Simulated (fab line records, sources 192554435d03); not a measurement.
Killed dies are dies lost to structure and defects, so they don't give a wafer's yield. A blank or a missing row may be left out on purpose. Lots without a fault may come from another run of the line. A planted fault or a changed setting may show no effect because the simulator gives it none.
Split-lot experiment | flow n5_finfet | 7 lots, 21 wafers read, on a route of 1938 steps

THE SPLIT
At N5_BEOL_M15_ILD_DEP_00 (deposits SiO2 from TEOS/O2, target thk 1629.3 nm, time 346.1 s), the setting time_s was moved away from the recipe's 346.1 s on 8 of the 21 wafers read, by -9.0% to +11.7%. The other wafers ran this setting at the recipe's value.

The file shows no step between the split and the reading.

THE READING
M15_ILD_THK, in nm, at N5_BEOL_M15_THK_MEAS_01. Fault-free wafers of this fab line usually give 1632 nm, standard deviation 18 nm.

wafer  | tool, chamber at the split | time_s as run, s | against the recipe | M15_ILD_THK, nm | against lot-mates on the recipe
L074.1 | pecvd-01, 1                | 346.1            | recipe             | 1632            | -
L074.4 | pecvd-01, 2                | 346.1            | recipe             | 1660            | -
L074.5 | pecvd-01, 0                | 346.1            | recipe             | 1640            | -
L077.1 | pecvd-02, 1                | 314.9            | -9.0%              | 1481            | -174
L077.3 | pecvd-02, 2                | 314.9            | -9.0%              | 1500            | -155
L077.5 | pecvd-02, 1                | 346.1            | recipe             | 1655            | -
L079.2 | pecvd-04, 0                | 346.1            | recipe             | 1600            | -
L079.4 | pecvd-04, 1                | 346.1            | recipe             | 1633            | -
L079.6 | pecvd-04, 2                | 346.1            | recipe             | 1642            | -
L080.2 | pecvd-04, 1                | 386.5            | +11.7%             | 1826            | +176
L080.4 | pecvd-04, 1                | 386.5            | +11.7%             | 1844            | +194
L080.5 | pecvd-04, 2                | 346.1            | recipe             | 1650            | -
L083.1 | pecvd-02, 2                | 346.1            | recipe             | 1596            | -
L083.4 | pecvd-02, 2                | 346.1            | recipe             | 1611            | -
L083.6 | pecvd-02, 2                | 360.9            | +4.3%              | 1692            | +88
L094.1 | pecvd-02, 2                | 346.1            | recipe             | 1631            | -
L094.3 | pecvd-02, 0                | 327.3            | -5.4%              | 1524            | -116
L094.6 | pecvd-02, 0                | 346.1            | recipe             | 1648            | -
L095.2 | pecvd-04, 1                | 329.7            | -4.7%              | 1553            | -110
L095.3 | pecvd-04, 2                | 329.7            | -4.7%              | 1558            | -105
L095.5 | pecvd-04, 2                | 346.1            | recipe             | 1663            | -

THE FIT
A straight line over all 21 wafers: M15_ILD_THK changes by +16.8 nm for each +1% of time_s; r = +0.98; the points scatter about the line by 19 nm.
The same after taking each lot's own level away (the mean of its wafers on the recipe; 21 wafers): +17.6 nm for each +1%; r = +0.99; scatter 15 nm.
On that fit, the largest move of time_s shifts the reading by 2.1e+02 nm.
The lots' own levels span 1603.5 to 1663.0 nm, that is 3.3 times the standard deviation above.
So the lot-to-lot level changes the slope little: the two slopes agree.
Check: with one of the wafers moved furthest among these (+11.7%) left out of the fit, the line predicts +211 nm for it against its lot-mates. It came out at +176 nm against them.

OTHER SPLITS ON THESE WAFERS
These wafers also went through other splits before the reading. Each is held against what the fit with the lots' levels taken away leaves over:
other split on the same wafers | wafers away from the commonest value | r with M15_ILD_THK (lot level and that fit taken away)
N5_BEOL_M13_COAT_04 spin_rpm   | 8                                    | +0.08
N5_BEOL_M14_EXPOSE_07 dose_mj  | 7                                    | +0.00
N5_BEOL_M14_SPUTTER_43 power_w | 5                                    | +0.10

THE WHOLE CHAIN: every reading that the file lists as answering this split, in the file's order
step                    | what it does                                                   | reading                                                                             | change (the file's fit)              | r (the file's)
N5_BEOL_M15_ILD_DEP_00  | deposits SiO2 from TEOS/O2, target thk 1629.3 nm, time 346.1 s | SiO2_of_BEOL_M15_ILD_DEP_00.thk_nm (the simulator's own value, which no gauge read) | +17.9 nm for each +1% of the setting | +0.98
N5_BEOL_M15_THK_MEAS_01 |                                                                | M15_ILD_THK                                                                         | +17.9 for each +1% of the setting    | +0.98
N5_BEOL_M15_VIA_ETCH_16 | etches SiO2 in C4F8/O2/Ar, target depth 1792.2 nm              | etch.depth_nm (the simulator's own value, which no gauge read)                      | +17.9 nm for each +1% of the setting | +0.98
N5_BEOL_M15_VIA_ETCH_16 | etches SiO2 in C4F8/O2/Ar, target depth 1792.2 nm              | coat_of_BEOL_M15_COAT_04.thk_nm (the simulator's own value, which no gauge read)    | -4.39 nm for each +1% of the setting | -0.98

THE FILE'S OWN FIT
M15_ILD_THK changes by +17.9 nm for each +1% of time_s, r = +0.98.
